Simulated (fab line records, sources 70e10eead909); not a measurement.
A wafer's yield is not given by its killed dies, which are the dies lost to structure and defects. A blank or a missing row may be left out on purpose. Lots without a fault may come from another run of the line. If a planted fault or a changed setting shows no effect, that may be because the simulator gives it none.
fab line records	flow nand-harc
record: lots: 11	wafers: 33	last-day: 32
route steps=1302 shown A_STAIRCASE@668 END@1302
lots that met no fault: from a run of the same line without faults
start-h: start of the lot's first displayed wafer, in hours after the record's first day	wait-h: hours from the lot's prior step to this one	" identical to the entry in the row above	L1.1+2: one row covering several wafers at once	- value missing, or start not given	* or withheld: withheld	< > ~ a bound
route shown NAME@n: NAME is a module with steps in the file, n the number in the route of the first one	usual: average and standard deviation across the fault-free wafers	same: alike in all rows	chamber/n: place in a boat	sites: per-site readings	_std_site: how widely they spread, as a standard deviation	_edge_site: outer sites' mean less inner sites'	radius-mm: for every site, how far away it sits from the centre of the wafer	mask NAME#n: copy n	behind: tool/chamber where the wafer was last shaped	hold: why the lot went on hold/how many hours it stayed there/how the hold came to an end	device: names the non-switching transistor (n, p or np)	end of line: at the end of the route, the tests of the same wafers	step lacking rows: just its recipe	killed: at the first sort, the dies lost to defects and structure; wafer yield is something else	map: shows each die of a wafer: x if killed, . if not, _ if none is there
set.NAME: the setting as run; set.NAME@STEP: as run at that earlier step	model.NAME: the simulator's own value behind a step, which no gauge read
the route's steps for a sample of lots (tables are steps, rows are wafers)
services: a tool's chamber out of use, with start hour (start-h, from the record's first day; less than 0 if before it), hours out, and reason
== steps ==
step: NHARC_A_STAIRCASE_TRIM_12
recipe: time-s: 211.2	o2-flow-sccm: 500	ar-flow-sccm: 0	bias-w: 0	chemistry: O2
usual: drypump-motor-current-A: 5.7/0.37	oes-product-au: 1.001/0.011	rf-vpp-V: 57.9/0.84	run-length-s: 232.8/0.44	showerhead-plenum-p-Torr: 3.57/0.16	throttle-valve-pct: 17.038/0.0088
same: bias-w: 0
lot.wafer	tool	chamber	start-h	wait-h	drypump-motor-current-A	oes-product-au	rf-hours-counter-h	rf-vpp-V	run-length-s	showerhead-plenum-p-Torr	throttle-valve-pct
L517.1	rie-diel-06	3	348.66	0.1	5.8	1.013	11	58.4	232.2	3.78	17.046
L517.2	"	2	"	"	5.3	1.000	11	57.6	233.2	3.80	17.044
L517.4	"	2	"	"	5.3	0.994	-	57.8	233.3	3.80	17.041
L519.1	rie-diel-01	1	367.33	0.1	5.6	0.992	50	58.8	233.0	3.58	17.052
L519.4	"	3	"	"	6.2	1.006	56	57.3	232.3	3.37	17.033
L519.2	"	0	"	"	5.4	0.993	49	57.5	233.1	3.42	17.030
L521.2	rie-diel-06	0	386.63	0.1	6.2	1.021	8	58.0	232.6	3.68	17.023
L521.4	"	3	"	"	5.9	1.003	24	57.1	232.5	3.77	17.035
L521.5	"	0	"	"	6.2	1.024	-	59.8	233.2	3.67	17.047
L524.4	rie-diel-07	3	422.56	0.1	5.8	0.997	-	58.4	233.4	3.46	17.032
L524.5	"	0	"	"	5.1	1.020	-	58.1	233.2	3.38	17.041
L524.6	"	1	"	"	5.3	1.017	-	59.4	232.0	3.75	17.031
L525.4	rie-diel-07	0	435.32	0.1	5.0	1.013	44	58.3	233.3	3.38	17.046
L525.6	"	3	"	"	5.9	0.996	-	58.9	232.8	3.46	17.025
L525.5	"	0	"	"	5.0	1.008	-	57.3	232.7	3.38	17.022
L527.1	rie-diel-07	3	459.52	0.1	5.8	0.992	55	57.7	232.6	3.45	17.044
L527.2	"	2	"	"	5.5	0.991	46	57.9	233.3	3.45	17.037
L527.6	"	0	"	"	5.0	1.008	-	57.6	232.8	3.37	17.041
L528.2	rie-diel-07	2	459.77	0.1	5.5	0.988	46	57.3	233.4	3.45	17.040
L528.3	"	0	"	"	5.0	1.013	53	56.8	232.6	3.37	17.054
L528.6	"	3	"	"	5.8	0.991	-	57.0	233.3	3.45	17.028
L531.2	rie-diel-06	0	487.17	0.1	6.2	1.009	43	58.0	233.2	3.66	17.029
L531.4	"	3	"	"	5.9	1.006	65	58.1	233.0	3.75	17.035
L531.5	"	1	"	"	5.7	0.979	-	57.4	232.5	3.71	17.031
L537.3	rie-diel-01	1	537.87	0.1	5.7	0.996	52	57.8	233.0	3.55	17.023
L537.1	"	2	"	"	6.0	1.012	57	58.0	231.9	3.49	17.030
L537.4	"	0	"	"	5.4	1.008	47	56.7	232.9	3.39	17.039
L539.4	rie-diel-06	3	563.82	0.1	5.9	0.996	21	59.1	232.4	3.74	17.041
L539.2	"	2	"	"	5.3	0.992	19	60.5	233.1	3.76	17.050
L539.6	"	3	"	"	5.9	0.997	-	58.8	232.1	3.74	17.043
L538.2	rie-diel-07	1	569.03	0.3	5.4	1.007	27	58.3	232.5	3.73	17.043
L538.4	"	3	"	"	5.8	0.990	-	58.0	233.1	3.43	17.021
L538.5	"	0	"	"	5.0	1.017	-	57.5	232.9	3.35	17.038
step: NHARC_A_STAIRCASE_TRIM_14
recipe: time-s: 211.2	o2-flow-sccm: 500	ar-flow-sccm: 0	bias-w: 0	chemistry: O2
usual: bias-w: 0/0	drypump-motor-current-A: 5.7/0.37	oes-product-au: 1.000/0.011	rf-vpp-V: 57.8/0.91	run-length-s: 232.8/0.44	showerhead-plenum-p-Torr: 3.57/0.16	throttle-valve-pct: 17.036/0.0099
lot.wafer	tool	chamber	start-h	wait-h	bias-w	drypump-motor-current-A	oes-product-au	rf-hours-counter-h	rf-vpp-V	run-length-s	showerhead-plenum-p-Torr	throttle-valve-pct
L517.2	rie-diel-06	3	348.93	-	0	5.9	1.005	12	57.2	232.4	3.78	17.043
L517.1	"	1	"	"	0	5.9	0.984	12	58.5	232.5	3.74	17.031
L517.4	"	2	"	"	0	5.3	0.995	-	57.9	233.1	3.80	17.041
L519.4	rie-diel-01	3	367.56	-	0	6.2	1.016	56	57.4	233.0	3.37	17.048
L519.2	"	1	"	"	0	5.7	1.001	50	56.9	233.5	3.58	17.035
L519.1	"	2	"	"	0	6.0	1.008	56	57.9	232.0	3.53	17.051
L521.4	rie-diel-06	3	386.88	-	0	5.8	1.001	25	60.5	232.2	3.77	17.040
L521.2	"	1	"	"	0	5.7	0.987	24	58.9	233.3	3.73	17.046
L521.5	"	3	"	"	0	5.9	1.001	-	58.7	232.2	3.77	17.015
L524.5	rie-diel-07	3	422.82	-	0	5.8	0.993	-	56.8	233.0	3.46	17.032
L524.6	"	0	"	"	0	5.0	1.011	-	58.9	232.7	3.38	17.023
L524.4	"	1	"	"	0	5.3	1.015	-	58.3	232.1	3.75	17.035
L525.4	rie-diel-07	0	435.55	-	0	5.0	1.015	45	57.1	233.2	3.38	17.046
L525.6	"	3	"	"	0	5.8	0.997	-	58.2	232.9	3.46	17.038
L525.5	"	0	"	"	0	5.0	1.011	-	56.5	233.1	3.38	17.026
L527.1	rie-diel-07	0	459.88	-	0	5.0	0.999	53	57.5	233.2	3.37	17.032
L527.2	"	2	"	"	0	5.5	0.990	46	57.6	233.3	3.45	17.046
L527.6	"	3	"	"	-	5.8	0.992	-	56.3	161.4	3.45	17.026
L528.2	rie-diel-07	0	460.12	-	0	5.0	1.006	53	56.3	233.0	3.37	17.034
L528.3	"	2	"	"	-	5.5	0.989	46	57.3	161.2	3.45	17.033
L528.6	"	3	"	"	-	5.8	0.990	-	57.2	161.2	3.45	17.043
L531.4	rie-diel-06	3	487.42	-	0	5.9	1.016	65	58.7	232.3	3.75	17.040
L531.2	"	0	"	"	0	6.2	1.017	43	59.3	232.6	3.66	17.028
L531.5	"	2	"	"	0	5.3	0.999	-	59.5	233.1	3.77	17.060
L537.4	rie-diel-01	2	538.19	-	0	6.0	1.002	57	56.7	232.0	3.49	17.038
L537.3	"	0	"	"	0	5.4	1.001	47	57.7	233.0	3.39	17.047
L537.1	"	1	"	"	0	5.6	1.000	53	58.1	233.0	3.55	17.038
L539.4	rie-diel-06	3	564.05	-	0	5.9	1.002	22	58.1	232.2	3.73	17.031
L539.2	"	0	"	"	0	6.2	1.011	18	58.8	233.4	3.64	17.030
L539.6	"	0	"	"	0	6.2	1.012	-	57.7	233.0	3.64	17.025
L538.2	rie-diel-07	0	569.40	-	0	5.0	1.003	26	57.5	232.8	3.35	17.027
L538.4	"	3	"	"	0	5.8	0.989	-	57.6	233.1	3.43	17.042
L538.5	"	0	"	"	0	5.0	1.018	-	57.0	232.7	3.35	17.045
step: NHARC_A_STAIRCASE_TRIM_20
recipe: time-s: 211.2	o2-flow-sccm: 500	ar-flow-sccm: 0	bias-w: 0	chemistry: O2
usual: drypump-motor-current-A: 5.7/0.37	oes-product-au: 1.000/0.011	rf-vpp-V: 57.9/0.93	run-length-s: 232.7/0.44	showerhead-plenum-p-Torr: 3.57/0.16	throttle-valve-pct: 17.037/0.0097
same: bias-w: 0
lot.wafer	tool	chamber	start-h	wait-h	drypump-motor-current-A	oes-product-au	rf-hours-counter-h	rf-vpp-V	run-length-s	showerhead-plenum-p-Torr	throttle-valve-pct
L517.1	rie-diel-06	1	350.32	0.1	5.7	0.989	12	57.4	232.5	3.74	17.018
L517.2	"	2	"	"	5.3	1.003	12	58.8	233.5	3.80	17.032
L517.4	"	3	"	"	5.8	1.015	-	57.8	232.1	3.78	17.011
L519.1	rie-diel-01	3	368.36	0.1	6.3	1.007	57	58.0	232.2	3.37	17.043
L519.4	"	0	"	"	5.3	0.991	49	56.8	232.9	3.42	17.045
L519.2	"	1	"	"	5.6	0.997	50	57.4	232.8	3.58	17.030
L521.2	rie-diel-06	2	387.68	0.1	5.3	0.999	25	58.5	233.4	3.79	17.023
L521.4	"	3	"	"	5.9	1.008	25	59.7	232.4	3.77	17.024
L521.5	"	2	"	"	5.3	0.998	-	59.3	233.2	3.79	17.047
L524.4	rie-diel-01	1	423.74	0.1	5.6	0.998	10	58.1	233.3	3.57	17.035
L524.6	"	2	"	"	6.0	1.005	-	57.1	232.1	3.52	17.038
L524.5	"	3	"	"	6.2	0.993	-	57.7	232.4	3.36	17.037
L525.4	rie-diel-06	2	436.39	0.1	5.3	0.997	47	58.0	233.6	3.78	17.032
L525.6	"	3	"	"	5.9	1.008	-	57.0	232.7	3.76	17.038
L525.5	"	0	"	"	6.2	1.022	-	58.4	232.9	3.66	17.029
L527.1	rie-diel-07	1	460.91	0.1	5.3	1.006	48	58.0	231.9	3.75	17.031
L527.2	"	2	"	"	5.5	0.984	47	57.5	233.2	3.45	17.045
L527.6	"	1	"	"	5.4	1.005	-	56.4	232.0	3.75	17.027
L528.3	rie-diel-01	1	461.21	0.1	5.6	0.993	22	57.5	233.0	3.56	17.042
L528.2	"	3	"	"	6.3	1.004	26	57.7	232.1	3.35	17.041
L528.6	"	2	"	"	6.0	0.999	-	57.0	232.1	3.51	17.050
L531.4	rie-diel-06	1	488.19	0.1	5.8	0.973	60	57.0	232.4	3.71	17.034
L531.2	"	3	"	"	5.9	1.009	66	58.6	232.6	3.75	17.029
L531.5	"	1	"	"	5.8	0.978	-	59.5	232.5	3.71	17.039
L537.1	rie-diel-01	3	539.26	0.1	6.2	0.990	53	56.0	232.1	3.34	17.048
L537.3	"	0	"	"	5.3	1.011	47	58.1	232.9	3.39	17.029
L537.4	"	1	"	"	5.7	1.003	53	60.6	233.4	3.55	17.034
L539.2	rie-diel-07	0	564.87	0.1	5.1	1.007	25	55.1	232.7	3.35	17.042
L539.6	"	3	"	"	5.8	0.989	-	58.1	232.7	3.43	17.035
L539.4	"	1	"	"	5.3	0.993	-	58.2	231.9	3.73	17.033
L538.2	rie-diel-07	1	570.44	0.1	5.4	1.011	28	57.4	231.8	3.73	17.039
L538.5	"	1	"	"	5.3	1.008	-	58.4	232.5	3.73	17.025
L538.4	"	3	"	"	5.8	0.990	-	58.1	232.8	3.43	17.027
step: NHARC_A_STAIRCASE_ETCH_21
recipe: target-depth-a: 1000	time-s: 40.5	ion-energy-ev: 400	c4f8-flow-sccm: 20	o2-flow-sccm: 10	ar-flow-sccm: withheld	rf-w: 600	bias-w: 1000	chemistry: C4F8/O2
usual: bias-w: 1000/3.1	oes-product-au: 0.950/0.017	rf-vpp-V: 897/5.9
lot.wafer	tool	chamber	start-h	wait-h	bias-w	oes-product-au	rf-hours-counter-h	rf-vpp-V
L517.1	rie-diel-06	1	-	-	1000	0.930	12	902
L517.2	"	2	"	"	995	0.925	12	905
L517.4	"	1	"	"	998	0.937	-	904
L519.2	rie-diel-01	3	-	-	999	0.946	57	890
L519.4	"	0	"	"	1000	0.935	49	893
L519.1	"	2	"	"	1003	0.948	56	895
L521.4	rie-diel-06	3	-	-	1003	0.928	25	905
L521.2	"	2	"	"	997	0.924	25	905
L521.5	"	0	"	"	997	0.952	-	899
L524.4	rie-diel-01	0	-	-	998	0.974	9	893
L524.6	"	2	"	"	998	0.960	-	897
L524.5	"	3	"	"	1001	0.966	-	889
L525.4	rie-diel-06	1	-	-	1000	0.973	45	903
L525.6	"	2	"	"	999	0.984	-	903
L525.5	"	3	"	"	1003	0.975	-	905
L527.1	rie-diel-07	3	-	-	998	0.941	56	892
L527.2	"	1	"	"	1005	0.953	48	905
L527.6	"	2	"	"	1005	0.922	-	893
L528.3	rie-diel-01	3	-	-	994	0.942	26	891
L528.2	"	1	"	"	1001	0.922	23	898
L528.6	"	3	"	"	996	0.942	-	891
L531.4	rie-diel-06	0	-	-	995	0.960	43	902
L531.2	"	2	"	"	1005	0.920	67	904
L531.5	"	0	"	"	995	0.961	-	900
L537.4	rie-diel-01	0	-	-	1003	0.963	47	891
L537.1	"	1	"	"	1005	0.948	53	896
L537.3	"	3	"	"	998	0.942	53	889
L539.2	rie-diel-07	3	-	-	1007	0.948	28	893
L539.6	"	3	"	"	1008	0.968	-	893
L539.4	"	1	"	"	997	0.959	-	903
L538.2	rie-diel-07	0	-	-	995	0.962	27	888
L538.4	"	3	"	"	998	0.938	-	893
L538.5	"	0	"	"	996	0.947	-	889
step: NHARC_END_SORT_01
recipe: temp-c: 25
usual: killed-at-array: 55/15	killed-at-other: 1.0/1.2	killed-at-periphery: 3.4/2.2	killed-dies: 59/15	killed-open: 3.2/2	killed-short: 2.5/1.7
same: gross-dies: 677
lot.wafer	tool	chamber	start-h	wait-h	killed-at-array	killed-at-other	killed-at-periphery	killed-dies	killed-open	killed-short
L527.1	prober-01	0	677.56	2.5	36	0	6	42	2	6
L527.2	prober-01	0	678.37	2.8	34	0	4	38	1	1
L527.6	prober-01	0	681.60	4.0	673	0	4	677	0	1
L528.2	prober-02	0	678.39	2.8	81	0	6	87	1	3
L528.3	prober-02	0	679.18	3.1	671	1	5	677	0	5
L528.6	prober-02	0	681.55	3.9	672	2	3	677	4	2
killed by level:class
L527.1 A_CHANNEL_HOLE_D2:chamber-film-flake=12 A_CHANNEL_HOLE_D1:chamber-film-flake=4 A_DECK1_JOINT:chamber-film-flake=4 P_GATE:chamber-film-flake=3 A_CONTACT:chamber-film-flake=3 A_SLIT:chamber-film-flake=3 A_WL_FILL:geometric-particle:short=2 A_STAIRCASE:chamber-film-flake=2
L527.2 A_CHANNEL_HOLE_D2:chamber-film-flake=15 A_CHANNEL_HOLE_D1:chamber-film-flake=8 P_M1:chamber-film-flake=4 A_CONTACT:chamber-film-flake=3 A_STAIRCASE:chamber-film-flake=2 A_SLIT:chamber-film-flake=2 A_CHANNEL_HOLE_D1:geometric-particle:open=1 A_CHANNEL_FILL_D1:geometric-particle:short=1
L528.2 A_SLIT:chamber-film-flake=37 A_CHANNEL_HOLE_D1:chamber-film-flake=34 P_GATE:chamber-film-flake=6 A_STAIRCASE:chamber-film-flake=5 A_CHANNEL_FILL_D1:geometric-particle:short=1 A_DECK1_JOINT:geometric-particle:short=1 A_CHANNEL_HOLE_D2:geometric-particle:short=1 A_BLC:geometric-particle:open=1
L528.3 A_STAIRCASE:area-trim=601 A_SLIT:chamber-film-flake=37 A_CHANNEL_HOLE_D1:chamber-film-flake=19 A_STAIRCASE:chamber-film-flake=7 P_GATE:chamber-film-flake=4 A_WL_FILL:geometric-particle:short=3 A_CONTACT:chamber-film-flake=3 P_CONTACT:geometric-particle:short=1
L528.6 A_STAIRCASE:area-trim=579 A_CHANNEL_HOLE_D1:chamber-film-flake=39 A_SLIT:chamber-film-flake=31 A_STAIRCASE:chamber-film-flake=11 A_CONTACT:chamber-film-flake=3 A_WL_FILL:geometric-particle:short=2 P_GATE:chamber-film-flake=2 THIN_TSV:chamber-film-flake=2
L527.6 A_STAIRCASE:area-trim=643 A_CHANNEL_HOLE_D2:chamber-film-flake=13 A_CHANNEL_HOLE_D1:chamber-film-flake=6 A_STAIRCASE:chamber-film-flake=5 P_GATE:chamber-film-flake=3 A_SLIT:chamber-film-flake=3 A_ONON_D2:geometric-particle:short=1 P_M1:chamber-film-flake=1
== services ==
tool	chamber	start-h	hours	kind
rie-diel-06	0	325.45	-	clean
rie-diel-06	1	325.45	-	clean
rie-diel-06	1	325.45	-	consumable-replace:focus-ring
rie-diel-06	2	325.45	-	clean
rie-diel-06	2	325.45	-	consumable-replace:showerhead
rie-diel-06	3	325.45	-	clean
rie-diel-07	0	330.35	-	clean
rie-diel-07	1	330.35	-	clean
rie-diel-07	2	330.35	-	clean
rie-diel-07	3	330.35	-	clean
rie-diel-06	0	334.55	28.5	repair
rie-diel-01	0	349.82	14.4	repair
rie-diel-06	1	352.26	5.6	repair
rie-diel-06	-	361.47	1.0	repair
rie-diel-07	2	364.79	12.7	repair
rie-diel-01	-	383.18	9.0	pm
rie-diel-01	0	397.08	3.2	repair
rie-diel-07	2	418.06	6.2	repair
rie-diel-07	1	455.72	4.9	repair
rie-diel-07	-	473.83	9.0	pm
rie-diel-06	-	493.45	9.0	pm
rie-diel-07	0	521.78	16.0	repair
rie-diel-07	2	548.44	31.2	repair
rie-diel-01	-	560.43	9.0	pm
== key ==
first-sign: step: NHARC_A_STAIRCASE_TRIM_14	reading: run-length-s	direction: down	sigmas: 99+	usual: *	struck: *
effect: step: NHARC_END_SORT_01	reading: killed-dies	direction: up	sigmas: 42	usual: 59	struck: 677
more-kills-born-at: NHARC_A_STAIRCASE_TRIM_14@rie-diel-07: 1823
met-at NHARC_A_STAIRCASE_TRIM_14
struck-lots L527,L528
struck-wafers L527.6,L528.3,L528.6
later-rows-left-out L527.6,L528.3,L528.6
tester-left-out L527,L528
not-acting-at NHARC_A_STAIRCASE_TRIM_12,NHARC_A_STAIRCASE_TRIM_20,NHARC_A_STAIRCASE_ETCH_21
fault: kind: process-parameter-drift	tool: rie-diel-07	chamber: -	onset-h: 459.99	steps: NHARC_A_STAIRCASE_TRIM_14	channel: time-s	offset: *	shape: step	end-h: 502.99	scope: struck-wafers-only	acts-in: *	stated: *
tester-left-out: of these lots the tester's yield and bins aren't shown, on N5 and GAA mostly nor the transistor test; their killed dies are dies lost to structure and defects alone, not to doping, threshold or leakage, so they don't give the yield
later-rows-left-out: the simulator's readings of these wafers behind a module that went badly wrong aren't trusted and aren't shown, but for the sort
